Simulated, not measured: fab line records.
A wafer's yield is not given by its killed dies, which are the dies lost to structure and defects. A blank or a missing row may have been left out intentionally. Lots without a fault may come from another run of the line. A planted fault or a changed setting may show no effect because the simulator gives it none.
Matching of chambers -- flow n5Finfet -- N5_MOL_CONTACT_COAG_DESCUM_13 on rieDiel-04: 4 sister chambers
The step chemistry O2, time 7 s. 8 wafers are shown with their chamber, then 8 later ones without.

## WAFERS WITH THEIR CHAMBER
wafer,chamber,drypumpMotorCurrentA (A),showerheadPlenumPTorr (Torr)
L079.6,3,5.8,2.01
L080.3,2,5.8,2.13
L082.1,1,5.9,2.17
L082.5,2,5.8,2.13
L089.1,0,4.8,2.10
L089.2,3,5.7,2.00
L089.3,1,5.9,2.16
L090.3,0,4.8,2.10

## WAFERS WITH NO CHAMBER GIVEN
wafer,drypumpMotorCurrentA (A),showerheadPlenumPTorr (Torr)
L090.4,5.8,2.00
L090.6,4.8,2.10
L091.2,5.8,1.99
L091.4,4.8,2.10
L091.6,5.8,1.99
L092.4,4.8,2.10
L092.5,5.8,1.99
L092.6,5.9,2.15

## EACH ONE'S CHAMBER
wafer,from the rows above,in truth
L090.4,3,3
L090.6,0,0
L091.2,3,3
L091.4,0,0
L091.6,3,3
L092.4,0,0
L092.5,3,3
L092.6,can't be placed: 1 or 2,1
Correctly placed: 7 of 8. Unplaceable from these rows: 1, with the true chamber sitting among the candidates in 1. Wrongly placed: 0.
How it was worked out, from the rows above alone: a wafer's distance from a chamber is the root of the sum, over the readings, of the square of ((its reading less the chamber's mean) divided by the reading's scatter). If the next closest chamber is less than 2 further off than the closest, the wafer can't be placed; otherwise it belongs to the closest. For every chamber, the mean is computed from those of its wafers that are shown. The scatter is the square root of a quotient: the sum, over the shown wafers, of each reading's squared deviation from its chamber's mean, divided by wafers minus chambers.
